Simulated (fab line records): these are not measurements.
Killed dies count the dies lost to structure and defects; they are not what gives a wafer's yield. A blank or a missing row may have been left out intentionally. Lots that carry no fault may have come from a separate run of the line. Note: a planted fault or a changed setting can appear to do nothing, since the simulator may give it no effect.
fab line records	flow n5-finfet
record lots=7	wafers=21
route steps=1938 shown ZERO_LAYER@4 PMOS_HMC_CHANNEL_EPI@62 FIN_SAQP@100 DUMMY_GATE@223
start-h: start of the lot's first displayed wafer, in hours after the record's first day	wait-h: hours from the lot's prior step to this one	" the same as in the row above	L1.1+2: a row that stands for several wafers	- either no value or no given start	* or withheld: withheld	< > ~ a bound
route shown NAME@n: names a module that has steps shown in the file, with the first one's number in the route	usual: mean and standard deviation over wafers with no fault	same: alike in all rows	chamber/n: place in a boat	sites: readings site by site	_std_site: standard deviation across them	_edge_site: the outer-site mean with the inner-site mean subtracted	radius-mm: for every site, how far away it sits from the centre of the wafer	mask NAME#n: copy n	behind: the most recent tool/chamber to have shaped the wafer	hold: why the lot was held/for how many hours/how that ended	device: names the non-switching transistor (n, p or np)	end of line: the same wafers' tests at the end of the route	a step with no rows: only its recipe	killed: not the wafer's yield, but the dies lost to structure and defects at the first sort	map: shows each die of a wafer: x if killed, . if not, _ if none is there
set.NAME: the setting as run; set.NAME@STEP: as run at that earlier step	model.NAME: the simulator's own value behind a step, which no gauge read
lots whose settings were changed on purpose; a table a step, a row a wafer
## steps
# step N5_ZERO_LAYER_PECVD_02
# recipe material=SiO2	target-thk-a=100	temp-c=400	precursor=SiH4/N2O	pressure-torr=0.75	rf-w=275	time-s=6
lot.wafer	tool	chamber	start-h	wait-h	set.time-s	model.SiO2_of_ZERO_LAYER_PECVD_02.thk-nm
L075.1	pecvd-02	2	18.28	0.0	6	9.77
L075.2	"	1	"	"	6	9.97
L075.4	"	2	"	"	6.348	10.65
L078.2	pecvd-02	1	36.28	0.0	6	10.06
L078.5	"	1	"	"	6	10.34
L078.6	"	0	"	"	6	10.1
L079.1	pecvd-01	0	42.28	0.0	5.561	9.45
L079.3	"	1	"	"	6	10.21
L079.4	"	0	"	"	6	10.12
L080.2	pecvd-02	1	48.28	0.0	6	9.828
L080.3	"	2	"	"	6	9.899
L080.5	"	0	"	"	6.348	10.64
L082.3	pecvd-02	1	60.28	0.0	6	10.1
L082.4	"	2	"	"	6	10.09
L082.5	"	0	"	"	6	10.3
L088.1	pecvd-03	1	96.28	0.0	6.749	11.27
L088.5+6	"	1,0	"	"	6	10.07
L089.1	pecvd-03	2	102.28	0.0	5.543	9.176
L089.4	"	0	"	"	6	10.22
L089.6	"	2	"	"	5.543	9.204
# step N5_ZERO_LAYER_COAT_05
# recipe spin-rpm=1500	resist-thk-nm=1000
lot.wafer	tool	chamber	start-h	wait-h	set.spin-rpm	model.coat_of_ZERO_LAYER_COAT_05.thk-nm
L075.1	litho-track-01	0	-	-	1500	998.4
L075.2	"	0	"	"	1563	981.7
L075.4	"	0	"	"	1563	979.5
L078.2	litho-track-05	0	-	-	1500	998.7
L078.5	"	0	"	"	1500	999.5
L078.6	"	0	"	"	1500	997.5
L079.1	litho-track-01	0	-	-	1500	1005
L079.3	"	0	"	"	1500	1003
L079.4	"	0	"	"	1500	1001
L080.2	litho-track-01	0	-	-	1500	1002
L080.3	"	0	"	"	1374	1046
L080.5	"	0	"	"	1500	1003
L082.3	litho-track-02	0	-	-	1500	1000
L082.4	"	0	"	"	1500	1002
L082.5	"	0	"	"	1500	997.3
L088.1+5	litho-track-01	0	-	-	1457	1015
L088.6	"	0	"	"	1500	1002
L089.1	litho-track-02	0	-	-	1500	1002
L089.4+6	"	0	"	"	1500	1001
# step N5_ZERO_LAYER_EBR_07
# recipe solvent=PGMEA	ebr-width-mm=1.5
# step N5_ZERO_LAYER_SOFTBAKE_06
# recipe temp-c=100	time-s=90
# step N5_ZERO_LAYER_DESCUM_16
# recipe chemistry=O2	time-s=7.9	source-power-w=50	bias-power-w=20	pressure-mtorr=20	rf-frequency-hz=2.712e+07	temp-c=40	o2-flow-sccm=225
# step N5_ZERO_LAYER_ETCH_17
# recipe chemistry=CF4	target=SiO2	target-depth-a=120	time-s=13.3	ion-energy-ev=350	pressure-mtorr=40	source-w=450	bias-w=215	Ar_flow_sccm=100	cf4-flow-sccm=100
lot.wafer	tool	chamber	start-h	wait-h	set.spin-rpm@ZERO_LAYER_COAT_05	model.coat_of_ZERO_LAYER_COAT_05.thk-nm
L075.1	rie-diel-02	2	18.71	0.0	1500	968.7
L075.2	"	3	"	"	1563	951.4
L075.4	"	0	"	"	1563	950.2
L078.2	rie-diel-03	3	36.71	0.0	1500	969.1
L078.5	"	1	"	"	1500	969.7
L078.6	"	0	"	"	1500	968
L079.1	rie-diel-02	0	42.86	0.0	1500	975.5
L079.3	"	1	"	"	1500	974.1
L079.4	"	3	"	"	1500	970.3
L080.2	rie-diel-04	0	48.91	0.0	1500	972.4
L080.3	"	1	"	"	1374	1017
L080.5	"	3	"	"	1500	973.9
L082.3	rie-diel-04	3	60.71	0.0	1500	971
L082.4	"	0	"	"	1500	972.7
L082.5	"	2	"	"	1500	967.7
L088.1	rie-diel-03	1	96.84	0.0	1457	985.1
L088.5	"	3	"	"	1457	985.5
L088.6	"	2	"	"	1500	972.4
L089.1	rie-diel-03	3	102.84	0.0	1500	972.7
L089.4	"	0	"	"	1500	971.4
L089.6	"	0	"	"	1500	971.3
# step N5_ZERO_LAYER_ETCH_18
# recipe chemistry=HBr/Cl2	target=Si	target-depth-a=1200	time-s=40	pressure-mtorr=10	icp-w=800	bias-w=75	HBr_flow_sccm=150	Cl2_flow_sccm=80
# step N5_ZERO_LAYER_STRIP_24
# recipe chemistry=O2	power-w=1000	temp-c=250	overash-fraction=0.3	pressure-mtorr=1000	o2-flow-sccm=6750
# usual strip-time-to-endpoint-s=43.89/0.071
lot.wafer	tool	chamber	start-h	wait-h	set.spin-rpm@ZERO_LAYER_COAT_05	strip-time-to-endpoint-s
L075.1	plasma-asher-02	1	18.89	0.1	1500	43.79
L075.2	"	0	"	"	1563	43.29
L075.4	"	1	"	"	1563	43.27
L078.2	plasma-asher-01	0	36.89	0.1	1500	43.79
L078.5	"	1	"	"	1500	43.83
L078.6	"	0	"	"	1500	43.79
L079.1	plasma-asher-02	0	43.04	0.1	1500	43.99
L079.3	"	0	"	"	1500	43.97
L079.4	"	1	"	"	1500	43.89
L080.2	plasma-asher-01	1	49.08	0.1	1500	43.94
L080.3	"	0	"	"	1374	45.23
L080.5	"	1	"	"	1500	43.97
L082.3	plasma-asher-01	0	60.91	0.1	1500	43.87
L082.4	"	1	"	"	1500	43.92
L082.5	"	0	"	"	1500	43.79
L088.1	plasma-asher-02	1	97.02	0.1	1457	44.31
L088.5	"	1	"	"	1457	44.29
L088.6	"	0	"	"	1500	43.95
L089.1	plasma-asher-01	0	103.03	0.1	1500	43.90
L089.4	"	0	"	"	1500	43.85
L089.6	"	0	"	"	1500	43.85
# step N5_PMOS_HMC_CHANNEL_EPI_EXPOSE_06
# recipe mask-id=PMOS_HMC_BLK	na=1.35	source-shape=conventional	sigma-outer=0.8	polarization=unpolarized	target-cd-nm=240	dose-mj=41
lot.wafer	tool	chamber	start-h	wait-h	mask	set.dose-mj
L075.1+2+4	arfi-scanner-03	0	28.91	-	PMOS_HMC_BLK#0	41
L078.2+6	arfi-scanner-03	0	42.10	-	PMOS_HMC_BLK#0	41
L078.5	"	0	"	"	PMOS_HMC_BLK#0	38.43
L079.1+3	arfi-scanner-03	0	47.55	-	PMOS_HMC_BLK#0	41
L079.4	"	0	"	"	PMOS_HMC_BLK#0	39.61
L080.2+5	arfi-scanner-03	0	53.31	-	PMOS_HMC_BLK#0	41
L080.3	"	0	"	"	PMOS_HMC_BLK#0	39.3
L082.3+4+5	arfi-scanner-02	0	65.24	-	PMOS_HMC_BLK#0	41
L088.1+5+6	arfi-scanner-02	0	101.47	-	PMOS_HMC_BLK#0	41
L089.1+4	arfi-scanner-03	0	107.28	-	PMOS_HMC_BLK#0	41
L089.6	"	0	"	"	PMOS_HMC_BLK#0	43.7
# step N5_PMOS_HMC_CHANNEL_EPI_PEB_07
# recipe peb-temp-c=110	peb-time-s=60	resist=CAR-ArF-block
lot.wafer	tool	chamber	start-h	wait-h	set.peb-temp-c
L075.1+2+4	litho-track-03	0	28.96	0.1	110
L078.2+5+6	litho-track-03	0	42.15	0.0	110
L079.1+3	litho-track-02	0	47.61	0.1	108.9
L079.4	"	0	"	"	110
L080.2	litho-track-05	0	53.36	0.0	111.2
L080.3+5	"	0	"	"	110
L082.3+4+5	litho-track-02	0	65.29	0.0	110
L088.1+6	litho-track-02	0	101.52	0.1	110
L088.5	"	0	"	"	111.5
L089.1	litho-track-03	0	107.34	0.1	110
L089.4+6	"	0	"	"	113
# step N5_PMOS_HMC_CHANNEL_EPI_DEVELOP_08
# recipe develop-time-s=30	developer=TMAH	resist=CAR-ArF-block	dev-temp-c=23	rinse-liquid=diw	dry=air-spin
# step N5_PMOS_HMC_CHANNEL_EPI_CD_MEAS_09
# recipe target-cd-nm=237.4	landing-energy-ev=500	detector=se-inlens
# usual cd-nm=238.0/0.94
lot.wafer	tool	chamber	start-h	wait-h	set.dose-mj@PMOS_HMC_CHANNEL_EPI_EXPOSE_06	set.peb-temp-c@PMOS_HMC_CHANNEL_EPI_PEB_07	cd-nm
L075.1	cd-sem-02	0	29.03	-	41	110	238.4
L075.2	"	0	"	"	41	110	238.2
L075.4	"	0	"	"	41	110	237.3
L078.2	cd-sem-01	0	42.22	-	41	110	238.1
L078.5	"	0	"	"	38.43	110	232.5
L078.6	"	0	"	"	41	110	238.1
L079.1	cd-sem-03	0	47.68	-	41	108.9	233.2
L079.3	"	0	"	"	41	108.9	232.8
L079.4	"	0	"	"	39.61	110	233.3
L080.2	cd-sem-01	0	53.43	-	41	111.2	243.3
L080.3	"	0	"	"	39.3	110	233.4
L080.5	"	0	"	"	41	110	238.1
L082.3	cd-sem-01	0	65.36	-	41	110	238.5
L082.4	"	0	"	"	41	110	238.6
L082.5	"	0	"	"	41	110	238.3
L088.1	cd-sem-01	0	101.59	-	41	110	237.9
L088.5	"	0	"	"	41	111.5	241.3
L088.6	"	0	"	"	41	110	238.2
L089.1	cd-sem-02	0	107.41	-	41	110	238.3
L089.4	"	0	"	"	41	113	245.6
L089.6	"	0	"	"	43.7	113	251.2
# step N5_PMOS_HMC_CHANNEL_EPI_DESCUM_14
# recipe chemistry=O2	time-s=7.9	source-power-w=50	bias-power-w=20	pressure-mtorr=20	rf-frequency-hz=2.712e+07	temp-c=40	resist=CAR-ArF-block	o2-flow-sccm=225
lot.wafer	tool	chamber	start-h	wait-h	set.dose-mj@PMOS_HMC_CHANNEL_EPI_EXPOSE_06	set.peb-temp-c@PMOS_HMC_CHANNEL_EPI_PEB_07	model.PMOS_HMC_CHANNEL_EPI.cd-nm
L075.1	rie-diel-02	0	29.55	0.5	41	110	238.8
L075.2	"	2	"	"	41	110	238.1
L075.4	"	1	"	"	41	110	237.2
L078.2+6	rie-diel-02	1,2	42.31	0.0	41	110	238.2
L078.5	"	3	"	"	38.43	110	232.5
L079.1	rie-diel-04	0	47.77	0.0	41	108.9	233.4
L079.3	"	1	"	"	41	108.9	232.9
L079.4	"	0	"	"	39.61	110	233.2
L080.2	rie-diel-03	0	53.51	0.0	41	111.2	243.2
L080.3	"	2	"	"	39.3	110	233.4
L080.5	"	2	"	"	41	110	238.4
L082.3	rie-diel-04	0	65.44	0.0	41	110	238.7
L082.4	"	2	"	"	41	110	238.5
L082.5	"	1	"	"	41	110	238.1
L088.1	rie-diel-03	1	101.68	0.0	41	110	238
L088.5	"	1	"	"	41	111.5	242
L088.6	"	2	"	"	41	110	238.6
L089.1	rie-diel-02	1	107.53	0.1	41	110	238
L089.4	"	2	"	"	41	113	245.8
L089.6	"	3	"	"	43.7	113	250.9
# step N5_FIN_SAQP_PECVD_06
# recipe material=a-Si	target-thk-a=600	temp-c=400	precursor=SiH4/He	pressure-torr=3	rf-w=100	time-s=48.1
lot.wafer	tool	chamber	start-h	wait-h	set.time-s	model.a-Si_of_FIN_SAQP_PECVD_06.thk-nm
L075.1	pecvd-02	0	34.51	0.0	48.1	58.66
L075.2	"	1	"	"	48.1	59.99
L075.4	"	1	"	"	54.49	69.06
L078.2	pecvd-02	1	46.09	0.0	48.1	59.83
L078.5	"	2	"	"	54.32	68.85
L078.6	"	0	"	"	54.32	69.52
L079.1	pecvd-04	2	51.82	0.0	44.06	55.45
L079.3	"	0	"	"	48.1	59.86
L079.4	"	2	"	"	44.06	56.11
L080.2	pecvd-03	1	57.33	0.0	48.1	59.92
L080.3	"	0	"	"	48.1	59.81
L080.5	"	1	"	"	48.1	61
L082.3	pecvd-03	0	69.60	0.0	48.1	59.61
L082.4	"	1	"	"	48.1	61.55
L082.5	"	2	"	"	48.1	59.92
L088.1	pecvd-03	1	107.08	0.0	48.1	60.92
L088.5	"	1	"	"	48.1	61.15
L088.6	"	2	"	"	48.1	61.56
L089.1	pecvd-02	1	111.45	0.0	51.24	63.45
L089.4	"	0	"	"	48.1	60.62
L089.6	"	2	"	"	51.24	63.66
# step N5_FIN_SAQP_THK_MEAS_07
# usual thk-nm=60.2/0.8
lot.wafer	tool	chamber	start-h	wait-h	set.time-s@FIN_SAQP_PECVD_06	thk-nm
L075.1	film-metro-01	-	34.60	0.1	48.1	58.7
L075.2	"	-	"	"	48.1	60.0
L075.4	"	-	"	"	54.49	69.1
L078.2	film-metro-02	-	46.18	0.1	48.1	59.8
L078.5	"	-	"	"	54.32	68.9
L078.6	"	-	"	"	54.32	69.5
L079.1	film-metro-02	-	51.91	0.1	44.06	55.5
L079.3	"	-	"	"	48.1	59.9
L079.4	"	-	"	"	44.06	56.1
L080.2	film-metro-02	-	57.42	0.1	48.1	59.9
L080.3	"	-	"	"	48.1	59.8
L080.5	"	-	"	"	48.1	61.0
L082.3	film-metro-02	-	69.69	0.1	48.1	59.6
L082.4	"	-	"	"	48.1	61.6
L082.5	"	-	"	"	48.1	59.9
L088.1	film-metro-02	-	107.17	0.1	48.1	60.9
L088.5	"	-	"	"	48.1	61.2
L088.6	"	-	"	"	48.1	61.5
L089.1	film-metro-01	-	111.54	0.1	51.24	63.4
L089.4	"	-	"	"	48.1	60.6
L089.6	"	-	"	"	51.24	63.7
# step N5_FIN_SAQP_DEVELOP_15
# recipe develop-time-s=30	developer=TMAH	resist=CAR-ArF	dev-temp-c=23	rinse-liquid=diw	dry=air-spin
lot.wafer	tool	chamber	start-h	wait-h	set.develop-time-s
L075.1+4	litho-track-04	0	-	-	35.48
L075.2	"	0	"	"	30
L078.2+5+6	litho-track-01	0	-	-	30
L079.1	litho-track-05	0	-	-	30
L079.3+4	"	0	"	"	24.37
L080.2+3	litho-track-01	0	-	-	34.94
L080.5	"	0	"	"	30
L082.3+4+5	litho-track-01	0	-	-	30
L088.1	litho-track-04	0	-	-	23.49
L088.5+6	"	0	"	"	30
L089.1+4+6	litho-track-04	0	-	-	30
# step N5_FIN_SAQP_HM_OPEN_73
# recipe chemistry=CHF3/O2	target=SiO2	stop-on=a-Si	target-depth-a=120	over-etch-frac=1.8	mask-material=SOC	time-s=16.8	pressure-mtorr=30	source-w=650	bias-w=170	Ar_flow_sccm=200	CHF3_flow_sccm=50	O2_flow_sccm=5	ion-energy-ev=200	ends=end-point
# step N5_FIN_SAQP_STRIP_74
# recipe chemistry=CHF3/O2	resist=SiARC	rf-frequency-hz=6e+07
# step N5_FIN_SAQP_MANDREL_ETCH_22
# recipe target-depth-a=600	chemistry=HBr/Cl2	target=a-Si	stop-on=SiNx	bt-time-s=10	over-etch-frac=0.5	time-s=30	pressure-mtorr=10	icp-w=800	bias-w=75	HBr_flow_sccm=150	Cl2_flow_sccm=80	ends=end-point
lot.wafer	tool	chamber	start-h	wait-h	set.time-s@FIN_SAQP_PECVD_06	model.etch.depth-nm
L075.1	rie-si-03	3	35.62	0.0	48.1	58.65
L075.2	"	2	"	"	48.1	59.95
L075.4	"	1	"	"	54.49	69.06
L078.2	rie-si-03	3	47.16	0.0	48.1	59.83
L078.5	"	0	"	"	54.32	68.85
L078.6	"	3	"	"	54.32	69.49
L079.1	rie-si-04	2	52.91	0.0	44.06	55.45
L079.3	"	3	"	"	48.1	59.86
L079.4	"	1	"	"	44.06	56.08
L080.2	rie-si-03	0	58.29	0.0	48.1	59.92
L080.3	"	1	"	"	48.1	59.81
L080.5	"	3	"	"	48.1	61
L082.3	rie-si-03	1	70.56	0.0	48.1	59.51
L082.4	"	0	"	"	48.1	61.54
L082.5	"	3	"	"	48.1	59.92
L088.1	rie-si-03	1	108.04	0.0	48.1	60.92
L088.5	"	1	"	"	48.1	61.11
L088.6	"	0	"	"	48.1	61.55
L089.1	rie-si-01	3	112.40	0.0	51.24	63.41
L089.4	"	0	"	"	48.1	60.62
L089.6	"	0	"	"	51.24	63.66
# step N5_FIN_SAQP_STRIP_55
# recipe chemistry=N2/H2	power-w=500	temp-c=40	pressure-mtorr=50	rf-frequency-hz=6e+07	overash-fraction=0.3	bias-power-w=28	h2-frac=0.5	n2-flow-sccm=300	h2-flow-sccm=300
# step N5_FIN_SAQP_STRIP_23
# recipe chemistry=SPM	time-s=750	temp-c=130	h2so4-h2o2-vol-ratio=4
# step N5_FIN_SAQP_RECESS_75
# recipe chemistry=HF/NH3	target=SiO2	target-depth-a=144	afs-cycles=3	temp-c=30	sublimation-temp-c=180	sublimation-time-s=60
# step N5_FIN_SAQP_SPACER1_ALD_24
# recipe material=SiO2	target-thk-a=203	temp-c=300	ald-precursor-family=BDEAS	ald-co-reactant=O2-plasma	pulse-time-s=1	purge-time-s=2	co-reactant-purge-time-s=2	ald-cycles=218	pressure-torr=2
# step N5_FIN_SAQP_SPACER1_ETCHBACK_25
# recipe chemistry=CHF3/O2	mode=anisotropic-etchback	target=SiO2	target-depth-a=244	time-s=12.2	pressure-mtorr=30	source-w=650	bias-w=170	Ar_flow_sccm=200	CHF3_flow_sccm=50	O2_flow_sccm=5	ion-energy-ev=200
lot.wafer	tool	chamber	start-h	wait-h	set.time-s@FIN_SAQP_PECVD_06	model.a-Si_of_FIN_SAQP_PECVD_06.thk-nm
L075.1	rie-diel-05	1	37.25	0.4	48.1	57.8
L075.2	"	3	"	"	48.1	59
L075.4	"	1	"	"	54.49	68.2
L078.2	rie-diel-01	0	48.83	0.5	48.1	58.8
L078.5	"	2	"	"	54.32	68
L078.6	"	1	"	"	54.32	68.6
L079.1	rie-diel-01	2	54.47	0.4	44.06	54.4
L079.3	"	3	"	"	48.1	59
L079.4	"	1	"	"	44.06	55.2
L080.2	rie-diel-05	0	59.81	0.4	48.1	59
L080.3	"	2	"	"	48.1	58.8
L080.5	"	3	"	"	48.1	60
L082.3	rie-diel-06	3	72.08	0.4	48.1	58.6
L082.4	"	2	"	"	48.1	60.6
L082.5	"	1	"	"	48.1	59
L088.1	rie-diel-06	1	109.57	0.4	48.1	60
L088.5	"	1	"	"	48.1	60.2
L088.6	"	2	"	"	48.1	60.6
L089.1	rie-diel-01	3	114.01	0.4	51.24	62.6
L089.4	"	0	"	"	48.1	59.6
L089.6	"	3	"	"	51.24	62.8
# step N5_DUMMY_GATE_COAT_35
# recipe resist=SiARC	temp-c=220	time-s=60	spin-rpm=1500	resist-thk-nm=10
lot.wafer	tool	chamber	start-h	wait-h	set.spin-rpm	model.SiARC_of_DUMMY_GATE_COAT_35.thk-nm
L075.1+2	litho-track-02	0	-	-	1500	10
L075.4	"	0	"	"	1442	10.2
L078.2	litho-track-02	0	-	-	1500	10
L078.5+6	"	0	"	"	1611	9.6
L079.1+3	litho-track-05	0	-	-	1500	10
L079.4	"	0	"	"	1425	10.2
L080.2+3	litho-track-01	0	-	-	1500	10
L080.5	"	0	"	"	1589	9.8
L082.3+4+5	litho-track-05	0	-	-	1500	10
L088.1+5	litho-track-02	0	-	-	1500	10
L088.6	"	0	"	"	1409	10.4
L089.1+4+6	litho-track-05	0	-	-	1500	10
## key
split step=N5_ZERO_LAYER_PECVD_02	setting=time-s	stated=6	by=wafer
response step=N5_ZERO_LAYER_PECVD_02	reading=model.SiO2_of_ZERO_LAYER_PECVD_02.thk-nm	change=+0.111	per=1%	r=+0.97
split step=N5_ZERO_LAYER_COAT_05	setting=spin-rpm	stated=1500	by=wafer
response step=N5_ZERO_LAYER_COAT_05	reading=model.coat_of_ZERO_LAYER_COAT_05.thk-nm	change=-4.94	per=1%	r=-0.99
response step=N5_ZERO_LAYER_ETCH_17	reading=model.coat_of_ZERO_LAYER_COAT_05.thk-nm	change=-4.97	per=1%	r=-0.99
response step=N5_ZERO_LAYER_STRIP_24	reading=strip-time-to-endpoint-s	change=*	per=1%	r=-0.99
split step=N5_PMOS_HMC_CHANNEL_EPI_EXPOSE_06	setting=dose-mj	stated=41	by=wafer
response step=N5_PMOS_HMC_CHANNEL_EPI_CD_MEAS_09	reading=cd-nm	slope=+0.93	per=1%	together-with=peb-temp-c@PMOS_HMC_CHANNEL_EPI_PEB_07	explained=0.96
response step=N5_PMOS_HMC_CHANNEL_EPI_DESCUM_14	reading=model.PMOS_HMC_CHANNEL_EPI.cd-nm	slope=+0.913	per=1%	together-with=peb-temp-c@PMOS_HMC_CHANNEL_EPI_PEB_07	explained=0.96
split step=N5_PMOS_HMC_CHANNEL_EPI_PEB_07	setting=peb-temp-c	stated=110	by=wafer
response step=N5_PMOS_HMC_CHANNEL_EPI_CD_MEAS_09	reading=cd-nm	slope=+2.89	per=1%	together-with=dose-mj@PMOS_HMC_CHANNEL_EPI_EXPOSE_06	explained=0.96
response step=N5_PMOS_HMC_CHANNEL_EPI_DESCUM_14	reading=model.PMOS_HMC_CHANNEL_EPI.cd-nm	slope=+2.97	per=1%	together-with=dose-mj@PMOS_HMC_CHANNEL_EPI_EXPOSE_06	explained=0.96
split step=N5_FIN_SAQP_PECVD_06	setting=time-s	stated=48.1	by=wafer
response step=N5_FIN_SAQP_PECVD_06	reading=model.a-Si_of_FIN_SAQP_PECVD_06.thk-nm	change=+0.665	per=1%	r=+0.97
response step=N5_FIN_SAQP_THK_MEAS_07	reading=thk-nm	change=*	per=1%	r=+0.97
response step=N5_FIN_SAQP_MANDREL_ETCH_22	reading=model.etch.depth-nm	change=+0.665	per=1%	r=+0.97
response step=N5_FIN_SAQP_SPACER1_ETCHBACK_25	reading=model.a-Si_of_FIN_SAQP_PECVD_06.thk-nm	change=+0.675	per=1%	r=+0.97
split step=N5_FIN_SAQP_DEVELOP_15	setting=develop-time-s	stated=30	by=wafer
response none clear
split step=N5_DUMMY_GATE_COAT_35	setting=spin-rpm	stated=1500	by=wafer
response step=N5_DUMMY_GATE_COAT_35	reading=model.SiARC_of_DUMMY_GATE_COAT_35.thk-nm	change=-0.0501	per=1%	r=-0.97
